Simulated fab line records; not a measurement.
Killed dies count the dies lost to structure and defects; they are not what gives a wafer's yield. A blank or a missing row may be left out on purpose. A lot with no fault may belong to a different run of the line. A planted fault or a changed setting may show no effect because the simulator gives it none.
A struck lot beside a sound one | flow n5Finfet | 15 steps out of a route of 1938
Sound: wafers L902.1, L902.2, L902.6. Wafers struck: L911.3, L911.4, L911.6. The cause comes at the end.
Each step with rows lists, per side, the tool, then ch with its chambers, then its first start. Under that, the readings that differ: sound wafers | struck wafers | difference of the means | sigmas: that difference in standard deviations of wafers without a fault.
alike: same words and numbers on both sides, and readings whose means sit less than 2 such deviations apart. not compared: any withheld reading, any reading some wafer has no value for, any bound like >300 that may hide the same value, and any number with overlapping values for which the record gives no deviation.
A row with sigmas, a row that says differs or no value, or rows on one side alone: a step with any of these is where the two part. When numbers do not overlap yet have no deviation, they are printed without sigmas and do not part them. A reading that every wafer of one side lacks parts them only if that side has two wafers or more.

N5_BEOL_M10_CD_MEAS_28 targets a cd of 70 nm.
  sound on cdSem-03 ch 0, day 14 16:04; struck on cdSem-01 ch 0, day 15 22:05
  alike: cdNm
N5_BEOL_M10_OVL_MEAS_29:
  sound on overlay-02 ch 0, day 14 16:05; struck on overlay-01 ch 0, day 15 22:07
  alike: V9_OVL
N5_BEOL_M10_INSPECT_30: inspects for defects (brightfield).
  sound on defectInspect-01 at day 14 16:07; struck on defectInspect-02 at day 15 22:08
  alike: rawDefectCount
N5_BEOL_M10_DESCUM_33: chemistry O2, time 7.9 s.
  sound on rieDiel-04 ch 1,3, day 14 16:20; struck on rieDiel-04 ch 2,3, day 15 22:13
  alike: drypumpMotorCurrentA, oesProductAu, rfVppV, showerheadPlenumPTorr, throttleValvePct
  not compared: rfHoursCounterH
N5_BEOL_M10_ETCH_65: etches SiARC in CF4, target depth 39 nm, time 65 s.
  sound on rieDiel-04 ch 1,3, day 14 16:22; struck on rieDiel-04 ch 2,3, day 15 22:15
  alike: drypumpMotorCurrentA, etchRfOnTimeS, oesProductAu, rfVppV, showerheadPlenumPTorr, throttleValvePct
  not compared: rfHoursCounterH
N5_BEOL_M10_ETCH_66: etches SOC in N2/H2, target depth 120 nm, overetch 24 nm, time 180 s.
  sound on rieDiel-04 ch 1,3, day 14 16:25; struck on rieDiel-04 ch 2,3, day 15 22:18
  alike: drypumpMotorCurrentA, h2FlowSccm, oesProductAu, rfVppV, showerheadPlenumPTorr, throttleValvePct
  not compared: rfHoursCounterH
then, 3 steps without rows for these wafers: N5_BEOL_M10_STRIP_69 (strips in N2/H2); N5_BEOL_M10_VIA_ETCH_34 (etches SiCOH lowk in C4F6/O2, target depth 184.5 nm, time 69.2 s); N5_BEOL_M10_STRIP_73 (strips in C4F6/O2).
N5_BEOL_M10_STRIP_36: strips in N2/H2.
  sound on rieDiel-04 ch 1,3, day 14 16:36; struck on rieDiel-04 ch 2,3, day 15 22:29
  alike: chamberPressureMTorr, drypumpMotorCurrentA, h2FlowSccm, oesProductAu, rfVppV, showerheadPlenumPTorr, throttleValvePct
  not compared: rfHoursCounterH
then, 1 step without rows for these wafers: N5_BEOL_M10_TRENCH_ETCH_37 (etches SiCOH lowk in C4F6/O2, target depth 148.83 nm, time 48 s).
N5_BEOL_M10_ETCH_41: etches SiCN in CH3F/O2, target depth 42.6 nm, time 86 s.
  sound on rieDiel-04 ch 1,3; struck on rieDiel-04 ch 2,3
  alike: drypumpMotorCurrentA, oesProductAu, rfVppV, showerheadPlenumPTorr, throttleValvePct
  not compared: rfHoursCounterH
N5_BEOL_M10_STRIP_77: strips in N2/H2, time 10 s.
  sound on rieDiel-04 ch 1,3, day 14 16:44; struck on rieDiel-04 ch 2,3, day 15 22:38
reading                      | sound                | struck               | difference | sigmas
chamberPressureMTorr (mTorr) | 19.964 19.985 20.012 | 25.986 26.016 25.988 | +6.010     | +99 or more
rfVppV (V)                   | 60.4 58.7 60.7       | 58.4 58.9 57.5       | -1.7       | -2
  alike: drypumpMotorCurrentA, h2FlowSccm, oesProductAu, showerheadPlenumPTorr, throttleValvePct
  not compared: rfHoursCounterH
N5_BEOL_M10_OCD_MEAS_38:
  sound on ocd-01 at day 14 16:49; struck on ocd-01 at day 15 22:43
  alike: trenchDepthNm
-- a jump in the record: the struck wafers' starts before and after are 2 days apart (it breaks off in module BEOL_M10 and resumes in module PASSIVATION, where the first step shown is number 1936 of the route) --
N5_PASSIVATION_PROBE_49:
  sound on prober-02 at day 17 00:47; struck on prober-02 at day 18 00:14
  alike: defectLimitedYield, killed_at_M0_to_M3, killed_at_M4_up, killedAtContacts, killedAtFrontEnd, killedAtOther, killedDies, killedOpen, killedShort, sort_bin_4_leakage, sort_bin_5_function, sort_bin_6_memory, sortNPass, sortYieldPct

## WHERE THEY PART
N5_BEOL_M10_STRIP_77 only, going by this record. Later steps at which nothing parts them and some readings are alike: N5_BEOL_M10_OCD_MEAS_38, N5_PASSIVATION_PROBE_49.

WHY: the cause the simulator had injected
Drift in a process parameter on rieDiel-04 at N5_BEOL_M10_STRIP_77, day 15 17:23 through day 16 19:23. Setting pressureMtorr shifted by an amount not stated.
